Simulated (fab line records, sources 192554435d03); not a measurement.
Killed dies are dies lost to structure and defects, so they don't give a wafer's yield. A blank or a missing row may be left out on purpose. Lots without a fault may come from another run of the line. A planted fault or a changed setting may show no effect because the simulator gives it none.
fab line records | flow n5_finfet | part 1 of 2: steps 1 to 4 of 6
record lots=22 wafers=66 last_day=17
route steps=1938 shown BEOL_M8@1353 BEOL_M9@1401
lots that met no fault: from a run of the same line without faults
start_h: hours from the record's first day to the start of the lot's first wafer shown | wait_h: hours since the lot's step before | " the same as in the row above | L1.1+2: a row that stands for several wafers | - no value, or no start given | * or withheld: withheld | < > ~ a bound
route shown NAME@n: a module of which the file shows steps, and the number in the route of the first | usual: mean/standard deviation of fault-free wafers | same: alike in all rows | chamber/n: place in a boat | sites: the reading at each site | _std_site: their standard deviation | _edge_site: outer sites' mean less inner sites' | radius_mm: how far each site lies from the wafer's centre | mask NAME#n: copy n | behind: the tool/chamber that last shaped the wafer | hold: why the lot was held/for how many hours/how that ended | device: the transistor (n, p or np) that didn't switch | end of line: the same wafers' tests at the end of the route | a step without rows: its recipe alone | killed: dies lost to structure and defects at the first sort, not the wafer's yield | map: a wafer's dies, x killed, . not, _ none there
set.NAME: the setting as run; set.NAME@STEP: as run at that earlier step | model.NAME: the simulator's own value behind a step, which no gauge read
steps of the route over a sample of lots; a table a step, a row a wafer
services: from which hour (start_h, from the record's first day; less than 0 if before it) a tool's chamber was out of use, for how many hours, and why
## steps
# step N5_BEOL_M8_HM_OPEN_17
# recipe chemistry=Cl2/BCl3 target_depth_a=200 overetch_a=60 target=TiN mask_material=SOC ion_energy_ev=150 pressure_mtorr=10 icp_w=1000 bias_w=126 Cl2_flow_sccm=53.25 bcl3_flow_sccm=21.75 Ar_flow_sccm=25
# usual bias_w=126.0/0.38 drypump_motor_current_A=5.8/0.42 oes_product_au=0.65/0.08 throttle_valve_pct=22.18/0.28
# columns lot.wafer tool chamber start_h wait_h bias_w drypump_motor_current_A oes_product_au rf_hours_counter_h throttle_valve_pct
L074.2 rie_metal-01 1 187.70 0.0 126.1 6.4 0.59 73 22.28
L074.3 " 0 " " 126.1 5.4 0.75 - 22.04
L074.4 " 1 " " 125.8 6.5 0.59 - 22.29
L075.3 rie_metal-03 0 191.33 0.1 125.2 5.7 0.61 - 22.47
L075.5 " 0 " " 125.5 5.7 0.62 - 22.47
L075.6 " 1 " " 125.8 5.7 0.79 - 21.63
L076.2 rie_metal-01 1 192.32 0.0 126.2 6.4 0.59 73 22.28
L076.5 " 0 " " 125.9 5.4 0.76 - 22.04
L076.6 " 1 " " 126.4 6.5 0.59 - 22.30
L077.2 rie_metal-03 0 212.60 0.0 126.1 5.8 0.60 76 22.47
L077.5 " 0 " " 126.6 5.7 0.61 - 22.46
L077.6 " 1 " " 126.1 5.7 0.76 - 21.66
L078.1 rie_metal-03 0 219.52 0.0 126.1 5.8 0.61 77 22.48
L078.3 " 1 " " 126.3 5.7 0.77 - 21.65
L078.6 " 1 " " 125.8 5.7 0.78 - 21.64
L079.3 rie_metal-03 0 222.95 0.1 126.1 5.8 0.60 - 22.47
L079.5 " 1 " " 125.8 5.7 0.76 - 21.66
L079.6 " 0 " " 126.1 5.7 0.60 - 22.50
L081.2 rie_metal-01 1 233.31 0.0 126.2 6.4 0.58 76 22.31
L081.4 " 1 " " 126.1 6.4 0.58 - 22.31
L081.6 " 1 " " 126.7 6.5 0.58 - 22.31
L083.4 rie_metal-02 1 237.45 0.1 126.4 5.3 0.65 - 22.49
L083.5 " 0 " " 126.0 5.9 0.54 - 22.33
L083.6 " 1 " " 126.1 5.3 0.66 - 22.47
L082.1 rie_metal-01 1 241.71 0.0 125.8 6.5 0.59 76 22.30
L082.2 " 0 " " 126.6 5.4 0.73 14 22.07
L082.4 " 0 " " 126.3 5.4 0.73 - 22.05
L084.3 rie_metal-03 0 242.44 0.1 126.7 5.8 0.60 - 22.49
L084.4 " 1 " " 125.9 5.7 0.75 - 21.64
L084.5 " 0 " " 126.3 5.7 0.60 - 22.49
L085.2 rie_metal-01 0 254.13 0.0 126.4 5.4 0.74 15 22.04
L085.3 " 1 " " 125.7 6.4 0.58 - 22.30
L085.6 " 1 " " 126.1 6.5 0.60 - 22.29
L086.1 rie_metal-03 1 263.53 0.0 126.2 5.7 0.75 11 21.67
L086.2 " 0 " " 125.8 5.7 0.60 82 22.49
L086.4 " 1 " " 126.3 5.7 0.75 - 21.66
L087.2 rie_metal-01 0 268.01 0.0 125.9 5.4 0.72 16 22.07
L087.3 " 0 " " 126.2 5.4 0.73 - 22.05
L087.6 " 0 " " 125.6 5.4 0.73 - 22.05
L088.1 rie_metal-01 0 275.78 0.0 126.7 5.4 0.72 18 22.08
L088.2 " 1 " " 125.3 6.5 0.57 80 22.30
L088.4 " 0 " " 126.5 5.4 0.71 - 22.09
L090.1 rie_metal-01 0 276.03 0.0 126.4 5.4 0.72 18 22.07
L090.4 " 1 " " 126.0 6.5 0.59 - 22.30
L090.6 " 0 " " 126.2 5.4 0.72 - 22.07
L091.1 rie_metal-03 1 284.24 0.0 126.0 5.7 0.75 13 21.63
L091.3 " 1 " " 126.2 5.7 0.75 - 21.64
L091.4 " 0 " " 126.2 5.8 0.60 - 22.50
L092.2 rie_metal-02 1 291.28 0.0 126.1 5.3 0.65 52 22.50
L092.4 " 0 " " 125.6 5.9 0.53 - 22.35
L092.6 " 1 " " 126.6 5.3 0.64 - 22.49
L093.1 rie_metal-01 1 298.70 0.0 126.1 6.5 0.57 83 22.30
L093.5 " 0 " " 126.1 5.4 0.71 - 22.09
L093.6 " 1 " " 125.8 6.5 0.58 - 22.31
L094.2 rie_metal-02 1 301.21 0.0 126.0 5.3 0.63 53 22.52
L094.3 " 1 " " 126.1 5.4 0.63 - 22.51
L094.5 " 1 " " 125.8 5.3 0.64 - 22.52
L095.1 rie_metal-02 1 306.84 0.0 126.0 5.3 0.64 53 22.52
L095.2 " 0 " " 126.3 5.9 0.53 111 22.35
L095.4 " 0 " " 126.3 5.9 0.53 - 22.33
L096.2 rie_metal-01 1 325.88 0.0 125.9 6.5 0.57 85 22.32
L096.3 " 0 " " 126.2 5.4 0.71 - 22.09
L096.4 " 1 " " 126.1 6.5 0.57 - 22.33
L097.2 rie_metal-01 1 335.69 0.0 125.6 6.5 0.57 86 22.31
L097.3 " 0 " " 124.6 5.4 0.71 - 22.07
L097.6 " 1 " " 125.5 6.5 0.58 - 22.31
# step N5_BEOL_M8_OVL_MEAS_29
# recipe points_per_wafer=522
# usual V7_OVL=0.1/0.63
# columns lot.wafer tool chamber start_h wait_h V7_OVL[nm]
L074.2 overlay-01 0 188.46 0.0 0.2
L074.3 " 0 " " -0.8
L074.4 " 0 " " 0.5
L076.2 overlay-01 0 193.33 0.0 0.2
L076.5 " 0 " " 0.4
L076.6 " 0 " " -0.4
L075.3 overlay-01 0 193.50 0.0 -0.5
L075.5 " 0 " " -0.5
L075.6 " 0 " " -0.8
L077.2 overlay-01 0 213.32 0.0 0.7
L077.5 " 0 " " -0.1
L077.6 " 0 " " 0.2
L078.1 overlay-01 0 221.16 0.0 0.0
L078.3 " 0 " " -1.2
L078.6 " 0 " " -0.5
L079.3 overlay-01 0 223.45 0.0 0.1
L079.5 " 0 " " -0.4
L079.6 " 0 " " -0.3
L081.2 overlay-01 0 233.84 0.0 0.7
L081.4 " 0 " " -0.1
L081.6 " 0 " " 0.0
L083.4 overlay-01 0 238.21 0.0 1.2
L083.5 " 0 " " -0.8
L083.6 " 0 " " 0.7
L082.1 overlay-02 0 243.91 0.0 0.9
L082.2 " 0 " " -0.3
L082.4 " 0 " " 0.5
L084.3 overlay-02 0 244.00 0.0 -0.2
L084.4 " 0 " " -0.2
L084.5 " 0 " " -0.3
L085.2 overlay-01 0 257.24 0.0 -0.8
L085.3 " 0 " " 0.6
L085.6 " 0 " " 0.0
L086.1 overlay-01 0 264.58 0.0 1.1
L086.2 " 0 " " 0.2
L086.4 " 0 " " 1.3
L087.2 overlay-02 0 269.86 0.0 1.2
L087.3 " 0 " " 0.8
L087.6 " 0 " " 1.0
L088.1 overlay-02 0 276.58 0.0 0.4
L088.2 " 0 " " 0.6
L088.4 " 0 " " -0.4
L090.1 overlay-02 0 276.77 0.0 -0.7
L090.4 " 0 " " 0.5
L090.6 " 0 " " 0.0
L091.1 overlay-02 0 284.76 0.0 0.7
L091.3 " 0 " " 0.3
L091.4 " 0 " " 1.6
L092.2 overlay-02 0 293.40 0.0 0.1
L092.4 " 0 " " -0.2
L092.6 " 0 " " -0.5
L093.1 overlay-01 0 299.40 0.0 -0.6
L093.5 " 0 " " 0.2
L093.6 " 0 " " 0.0
L094.2 overlay-01 0 301.76 0.0 -0.5
L094.3 " 0 " " -0.7
L094.5 " 0 " " 0.6
L095.1 overlay-02 0 307.43 0.0 -0.7
L095.2 " 0 " " -0.9
L095.4 " 0 " " 0.0
L096.2 overlay-01 0 326.96 0.0 -0.1
L096.3 " 0 " " -0.6
L096.4 " 0 " " -0.3
L097.2 overlay-02 0 336.63 0.0 0.6
L097.3 " 0 " " 0.3
L097.6 " 0 " " 1.1
# step N5_BEOL_M8_ETCH_72
# recipe chemistry=N2/H2 target=underlayer target_depth_a=65 mask_material=CAR-EUV time_s=5.2 ion_energy_ev=200 pressure_mtorr=30 source_w=840 bias_w=150 n2_flow_sccm=200 h2_flow_sccm=200 ends=cleared
# usual bias_w=149.9/0.44 drypump_motor_current_A=5.7/0.4 etch_rf_on_time_s=5.17/0.14 oes_product_au=0.67/0.079 rf_vpp_V=523.6/2.6 showerhead_plenum_p_Torr=2.53/0.085 throttle_valve_pct=17.95/0.17
# columns lot.wafer tool chamber start_h wait_h bias_w drypump_motor_current_A etch_rf_on_time_s oes_product_au rf_hours_counter_h rf_vpp_V showerhead_plenum_p_Torr throttle_valve_pct
L074.2 rie_diel-04 1 188.90 0.0 149.9 5.4 4.95 0.76 59 523.2 2.58 17.89
L074.3 " 0 " " 150.0 6.1 5.21 0.65 111 522.4 2.44 17.67
L074.4 " 2 " " 149.5 6.4 5.26 0.61 187 520.5 2.44 17.89
L076.2 rie_diel-04 3 193.45 0.0 149.3 5.7 5.23 0.62 202 523.8 2.52 18.13
L076.5 " 3 " " 150.8 5.7 5.23 0.62 - 521.8 2.52 18.12
L076.6 " 2 " " 150.3 6.4 5.30 0.62 - 521.2 2.44 17.87
L075.3 rie_diel-02 3 193.62 0.0 150.9 5.7 5.05 0.71 61 526.5 2.68 17.77
L075.5 " 3 " " 149.9 5.8 5.03 0.73 - 526.9 2.68 17.78
L075.6 " 2 " " 150.7 5.0 5.31 0.60 - 524.0 2.51 17.94
L077.2 rie_diel-04 3 213.48 0.0 149.6 5.7 5.29 0.60 210 522.9 2.51 18.14
L077.5 " 1 " " 150.0 5.4 4.95 0.74 - 528.0 2.57 17.90
L077.6 " 3 " " 150.3 5.7 5.31 0.61 - 525.1 2.51 18.16
L078.1 rie_diel-04 2 221.84 0.0 149.6 6.4 5.18 0.62 200 520.2 2.43 17.88
L078.3 " 1 " " 151.0 5.4 4.78 0.77 70 525.3 2.57 17.95
L078.6 " 2 " " 149.8 6.4 5.19 0.62 - 519.3 2.43 17.88
L079.3 rie_diel-06 2 223.57 0.0 148.8 5.3 5.14 0.61 232 519.1 2.40 18.14
L079.5 " 1 " " 149.3 6.1 5.33 0.59 - 526.7 2.59 18.13
L079.6 " 0 " " 149.9 5.9 4.82 0.88 - 526.2 2.57 17.55
L081.2 rie_diel-02 0 233.96 0.0 149.8 5.3 5.24 0.71 64 525.6 2.58 18.07
L081.4 " 3 " " 150.1 5.8 5.11 0.71 76 528.2 2.67 17.85
L081.6 " 1 " " 150.2 5.6 5.23 0.59 - 525.6 2.63 18.12
L083.4 rie_diel-02 2 238.81 0.0 149.3 5.0 5.22 0.60 222 523.4 2.50 17.97
L083.5 " 1 " " 149.8 5.6 5.19 0.58 - 522.8 2.62 18.15
L083.6 " 0 " " 149.7 5.3 5.18 0.71 - 523.8 2.58 18.09
L082.1 rie_diel-04 3 244.04 0.0 149.7 5.6 5.22 0.60 223 523.3 2.51 18.15
L082.2 " 0 " " 150.0 6.1 5.26 0.64 128 523.3 2.43 17.73
L082.4 " 1 " " 149.4 5.4 4.88 0.73 81 525.5 2.57 17.93
L084.3 rie_diel-02 0 244.12 0.0 149.7 5.3 5.19 0.73 67 525.7 2.58 18.07
L084.4 " 2 " " 149.0 5.0 5.17 0.60 222 523.4 2.50 17.98
L084.5 " 2 " " 149.2 5.0 5.26 0.60 - 524.1 2.50 17.96
L085.2 rie_diel-02 3 257.36 0.0 150.3 5.8 5.08 0.70 84 526.8 2.67 17.84
L085.3 " 2 " " 150.0 5.0 5.26 0.58 228 522.5 2.50 17.96
L085.6 " 1 " " 149.9 5.5 5.16 0.60 - 524.4 2.62 18.19
L086.1 rie_diel-04 1 264.71 0.0 150.3 5.4 4.94 0.73 87 524.6 2.56 17.95
L086.2 " 2 " " 149.3 6.4 5.33 0.60 216 521.5 2.42 17.92
L086.4 " 3 " " 150.4 5.7 5.32 0.60 231 521.3 2.50 18.18
L087.2 rie_diel-06 0 269.98 0.0 150.6 6.0 4.90 0.82 19 521.7 2.57 17.58
L087.3 " 2 " " 149.6 5.3 5.17 0.60 248 519.3 2.40 18.17
L087.6 " 3 " " 149.1 5.9 5.30 0.78 - 520.3 2.49 17.97
L088.1 rie_diel-02 1 276.96 0.0 150.0 5.6 5.19 0.59 237 525.8 2.62 18.15
L088.2 " 3 " " 149.5 5.8 5.11 0.68 93 526.6 2.67 17.84
L088.4 " 1 " " 150.0 5.5 5.19 0.60 - 525.1 2.62 18.17
L090.1 rie_diel-04 3 277.20 0.0 150.3 5.7 5.34 0.59 236 523.6 2.50 18.19
L090.4 " 2 " " 149.3 6.4 5.33 0.60 222 520.7 2.42 17.92
L090.6 " 3 " " 150.0 5.7 5.28 0.58 - 524.5 2.50 18.20
L091.1 rie_diel-04 1 284.88 0.0 149.7 5.4 5.00 0.72 96 525.9 2.56 17.95
L091.3 " 2 " " 149.9 6.4 5.33 0.59 222 520.6 2.42 17.93
L091.4 " 3 " " 150.3 5.6 5.32 0.57 239 521.6 2.50 18.20
L092.2 rie_diel-04 2 293.66 0.0 149.9 6.4 5.31 0.59 224 518.3 2.42 17.96
L092.4 " 1 " " 150.3 5.4 4.91 0.72 98 524.8 2.56 17.97
L092.6 " 3 " " 150.2 5.7 5.28 0.58 - 522.1 2.50 18.22
L093.1 rie_diel-06 3 299.54 0.0 150.4 5.9 5.29 0.77 26 520.6 2.48 17.99
L093.5 " 3 " " 150.2 5.9 5.32 0.75 - 520.8 2.48 18.01
L093.6 " 2 " " 149.8 5.3 4.92 0.85 - 529.8 2.71 17.75
L094.2 rie_diel-06 3 302.12 0.0 149.5 5.9 5.25 0.76 28 523.1 2.48 18.00
L094.3 " 1 " " 149.5 6.1 4.96 0.79 19 523.9 2.58 17.68
L094.5 " 2 " " 150.0 5.3 4.84 0.84 - 528.6 2.71 17.76
L095.1 rie_diel-04 2 307.56 0.0 150.6 6.4 5.27 0.59 230 520.7 2.42 17.94
L095.2 " 1 " " 150.1 5.4 4.94 0.71 105 522.1 2.56 17.99
L095.4 " 3 " " 150.3 5.7 5.22 0.59 246 522.8 2.50 18.21
L096.2 rie_diel-02 0 327.08 0.0 150.3 5.3 5.27 0.67 103 523.4 2.56 18.10
L096.3 " 1 " " 150.9 5.6 5.12 0.85 0 525.6 2.61 17.74
L096.4 " 3 " " 150.1 5.8 5.10 0.67 - 528.2 2.66 17.90
L097.2 rie_diel-04 0 337.04 0.0 149.7 6.2 5.27 0.61 165 519.7 2.42 17.77
L097.3 " 1 " " 150.3 5.4 5.02 0.70 117 525.9 2.55 18.00
L097.6 " 1 " " 150.0 5.4 4.98 0.69 - 526.0 2.55 18.00
# step N5_BEOL_M8_CMP_52
# recipe stop_on=SiCOH_lowk t_overpolish_s=6.9 down_force_psi=1 platen_rpm=50 clearing_platen_down_force_psi=1.5 clearing_platen_rpm=50 post_cmp_clean=cu_alkaline target_thk_nm=80 clearing_platen_pad_velocity_m_s=0.99484 pad_velocity_m_s=0.99484
# usual barrier_field_endpoint_s=28.4/0.71 motor_current_A=5.9/0.58 overpolish_run_s=6.899/0.01 slurry_flow_ml_min=150.0/0.48 time_to_endpoint_s=60.4/2.9
# columns lot.wafer tool chamber start_h wait_h barrier_field_endpoint_s motor_current_A overpolish_run_s slurry_flow_ml_min time_to_endpoint_s
L074.3 cmp-03 3 191.47 0.2 29.6 5.6 6.895 150.0 62.8
L074.4 " 0 " " 29.3 5.0 6.921 149.7 59.1
L074.2 " 2 " " 29.0 6.4 6.893 150.0 63.6
L076.2 cmp-03 2 195.86 0.3 29.4 6.4 6.894 149.8 63.1
L076.6 " 0 " " 28.2 5.1 6.904 149.9 56.0
L076.5 " 1 " " 28.9 5.3 6.919 149.9 59.6
L075.3 cmp-03 2 196.22 0.3 29.3 6.4 6.901 149.7 63.5
L075.5 " 3 " " 29.2 6.0 6.904 150.4 61.1
L075.6 " 0 " " 27.8 5.4 6.903 150.3 56.0
L077.2 cmp-04 3 216.42 0.5 27.7 7.0 6.913 149.9 58.4
L077.5 " 0 " " 28.3 6.2 6.901 150.1 59.9
L077.6 " 1 " " 29.3 6.1 6.893 150.1 64.7
L078.1 cmp-04 1 225.66 0.5 28.8 6.7 6.895 150.0 63.1
L078.3 " 0 " " 28.4 6.1 6.913 149.8 59.0
L078.6 " 1 " " 28.8 6.2 6.904 149.9 60.6
L079.3 cmp-03 2 226.09 0.2 28.7 6.6 6.892 149.8 65.4
L079.6 " 0 " " 28.6 5.3 6.884 149.8 59.7
L079.5 " 1 " " 28.8 5.3 6.899 150.4 61.8
L081.2 cmp-01 2 237.41 0.3 28.7 7.4 6.887 150.1 65.6
L081.4 " 3 " " 29.0 5.9 6.888 149.5 64.0
L081.6 " 0 " " 28.3 5.6 6.892 150.2 58.5
L083.4 cmp-01 2 243.21 0.2 28.6 7.0 6.899 150.2 65.6
L083.6 " 3 " " 27.6 5.8 6.898 149.7 57.7
L083.5 " 0 " " 27.3 5.5 6.893 149.5 57.2
L082.2 cmp-04 3 246.64 0.2 27.9 6.8 6.900 150.6 55.9
L082.4 " 0 " " 28.4 6.0 6.892 150.0 56.9
L082.1 " 2 " " 28.2 5.8 6.908 149.8 62.0
L084.3 cmp-03 1 247.04 0.2 28.8 5.4 6.888 149.9 61.8
L084.4 " 2 " " 30.0 6.4 6.916 149.7 66.7
L084.5 " 3 " " 29.4 5.6 6.910 149.1 59.5
L085.2 cmp-04 1 260.25 0.2 27.4 6.4 6.891 149.7 61.0
L085.3 " 2 " " 27.7 5.8 6.913 150.3 59.4
L085.6 " 1 " " 27.8 6.4 6.899 150.1 59.3
L086.4 cmp-03 1 267.34 0.3 28.2 5.3 6.900 150.5 60.3
L086.1 " 2 " " 28.5 6.1 6.894 149.3 61.9
L086.2 " 3 " " 28.6 5.4 6.895 150.5 58.3
L087.3 cmp-03 0 272.94 0.2 28.2 5.4 6.889 150.3 63.3
L087.2 " 1 " " 27.9 5.4 6.891 150.8 61.1
L087.6 " 2 " " 29.3 6.0 6.893 149.6 64.2
L088.2 cmp-01 1 280.20 0.2 28.2 6.1 6.910 150.2 55.6
L088.4 " 2 " " 29.1 7.3 6.887 149.5 59.9
L088.1 " 0 " " 27.7 5.5 6.901 149.6 56.7
L090.1 cmp-03 1 280.50 0.3 28.4 5.9 6.896 150.7 60.6
L090.4 " 2 " " 29.1 6.4 6.879 149.7 66.5
L090.6 " 0 " " 28.7 5.2 6.903 149.4 62.7
L091.3 cmp-04 0 288.50 0.2 27.6 6.0 6.922 151.3 58.6
L091.1 " 1 " " 27.6 6.5 6.915 149.6 57.3
L091.4 " 3 " " 27.5 6.9 6.928 149.5 56.3
L092.4 cmp-04 0 296.27 0.2 28.7 6.3 6.913 149.9 62.8
L092.2 " 1 " " 28.4 6.2 6.881 149.7 59.2
L092.6 " 3 " " 27.9 6.8 6.897 150.3 56.7
L093.1 cmp-03 0 301.78 0.3 27.5 5.3 6.914 149.3 56.7
L093.6 " 2 " " 29.9 6.3 6.900 150.0 64.5
L093.5 " 3 " " 28.4 5.7 6.894 150.6 59.4
L094.2 cmp-03 1 304.89 0.2 28.5 5.4 6.899 150.7 58.7
L094.3 " 3 " " 28.1 5.9 6.912 149.7 60.6
L094.5 " 1 " " 28.5 5.4 6.904 149.8 59.3
L095.1 cmp-04 2 310.69 0.3 28.4 5.5 6.879 150.6 61.5
L095.4 " 3 " " 28.2 6.7 6.909 150.2 55.8
L095.2 " 0 " " 28.1 5.6 6.884 151.0 57.6
L096.2 cmp-03 2 329.81 0.3 29.5 6.5 6.906 150.1 63.4
L096.3 " 3 " " 28.1 5.4 6.899 149.9 58.2
L096.4 " 0 " " 29.3 5.2 6.893 150.6 61.9
L097.3 cmp-01 3 339.64 0.2 29.1 6.2 6.912 149.7 63.9
L097.2 " 1 " " 27.1 6.1 6.913 149.6 57.8
L097.6 " 2 " " 29.9 7.3 6.912 149.1 67.8
